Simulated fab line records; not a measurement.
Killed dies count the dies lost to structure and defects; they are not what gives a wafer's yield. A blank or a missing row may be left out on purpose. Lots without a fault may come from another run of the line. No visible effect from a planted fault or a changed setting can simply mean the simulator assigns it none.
Split-lot trial    flow n5Finfet    21 wafers read from 7 lots, route of 1938 steps

== THE SPLIT ==
At N5_BEOL_M0_CUTY_COAT_50 (time 60 s, resist thk 15 nm), the setting spinRpm was moved away from the recipe's 1500 rpm on 8 of the 21 wafers read, by -11.0% to +10.9%. For the rest of the wafers, this setting stayed at what the recipe calls for.

The split's own step is where the reading is taken.

== THE READING ==
SiARC_of_BEOL_M0_CUTY_COAT_50.thkNm (the simulator's own value, which no gauge read), in nm, at N5_BEOL_M0_CUTY_COAT_50 (time 60 s, resist thk 15 nm). The file gives no usual value for it.

wafer   tool, chamber at the split  spinRpm as run, rpm  against the recipe  SiARC_of_BEOL_M0_CUTY_COAT_50.thkNm, nm  against lot-mates on the recipe
L074.1  lithoTrack-04, 0            1335                 -11.0%              15.8                                     +0.8
L074.3  lithoTrack-04, 0            1500                 recipe              15                                       -
L074.4  lithoTrack-04, 0            1500                 recipe              15                                       -
L077.1  lithoTrack-04, 0            1500                 recipe              15                                       -
L077.2  lithoTrack-04, 0            1500                 recipe              15                                       -
L077.4  lithoTrack-04, 0            1394                 -7.1%               15.6                                     +0.6
L080.3  lithoTrack-05, 0            1500                 recipe              15                                       -
L080.4  lithoTrack-05, 0            1559                 +3.9%               14.8                                     -0.2
L080.5  lithoTrack-05, 0            1559                 +3.9%               14.8                                     -0.2
L085.2  lithoTrack-04, 0            1500                 recipe              15                                       -
L085.3  lithoTrack-04, 0            1500                 recipe              15                                       -
L085.4  lithoTrack-04, 0            1500                 recipe              15                                       -
L092.1  lithoTrack-04, 0            1356                 -9.6%               15.6                                     +0.6
L092.2  lithoTrack-04, 0            1356                 -9.6%               15.8                                     +0.8
L092.4  lithoTrack-04, 0            1500                 recipe              15                                       -
L093.1  lithoTrack-04, 0            1500                 recipe              15                                       -
L093.3  lithoTrack-04, 0            1500                 recipe              15                                       -
L093.4  lithoTrack-04, 0            1500                 recipe              15                                       -
L095.1  lithoTrack-04, 0            1663                 +10.9%              14.2                                     -0.8
L095.5  lithoTrack-04, 0            1663                 +10.9%              14.2                                     -0.8
L095.2  lithoTrack-04, 0            1500                 recipe              15                                       -

THE FIT
A straight line over all 21 wafers: SiARC_of_BEOL_M0_CUTY_COAT_50.thkNm changes by -0.0729 nm for each +1% of spinRpm; r = -0.99; the points scatter about the line by 0.046 nm.
The same after taking each lot's own level away (the mean of its wafers on the recipe; 21 wafers): -0.0729 nm for each +1%; r = -0.99; scatter 0.046 nm.
On that fit, the largest move of spinRpm shifts the reading by 0.8 nm.
The lots' own levels span 15.00 to 15.00 nm.
So the lot-to-lot level changes the slope little: the two slopes agree.
Check: +0.817 nm against its lot-mates is what the line predicts for one of the wafers moved furthest among these (-11.0%) when that wafer is left out of the fit. Against them it came out at +0.8 nm.

== ADDITIONAL SPLITS CARRIED BY THESE WAFERS ==
These wafers also went through other splits before the reading. Each is held against what the fit with the lots' levels taken away leaves over:
other split on the same wafers       wafers away from the commonest value  r with SiARC_of_BEOL_M0_CUTY_COAT_50.thkNm (lot level and that fit taken away)
N5_HKMG_FIN_EXPOSE_46 doseMj         7                                     -0.04
N5_HKMG_FIN_ETCH_54 sourceW          5                                     +0.17
N5_HKMG_FIN_COAT_06 spinRpm          11                                    +0.18
N5_HKMG_FIN_DEVELOP_11 developTimeS  6                                     +0.22
N5_MOL_CONTACT_COAG_COAT_58 spinRpm  8                                     +0.08
N5_MOL_CONTACT_COAG_ETCH_105 biasW   5                                     -0.04
N5_BEOL_M0_SAQP_PECVD_97 timeS       8                                     +0.01
N5_BEOL_M0_SAQP_PECVD_04 timeS       6                                     +0.26

== FILE'S OWN FIT ==
SiARC_of_BEOL_M0_CUTY_COAT_50.thkNm changes by -0.0737 nm for each +1% of spinRpm, r = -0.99.
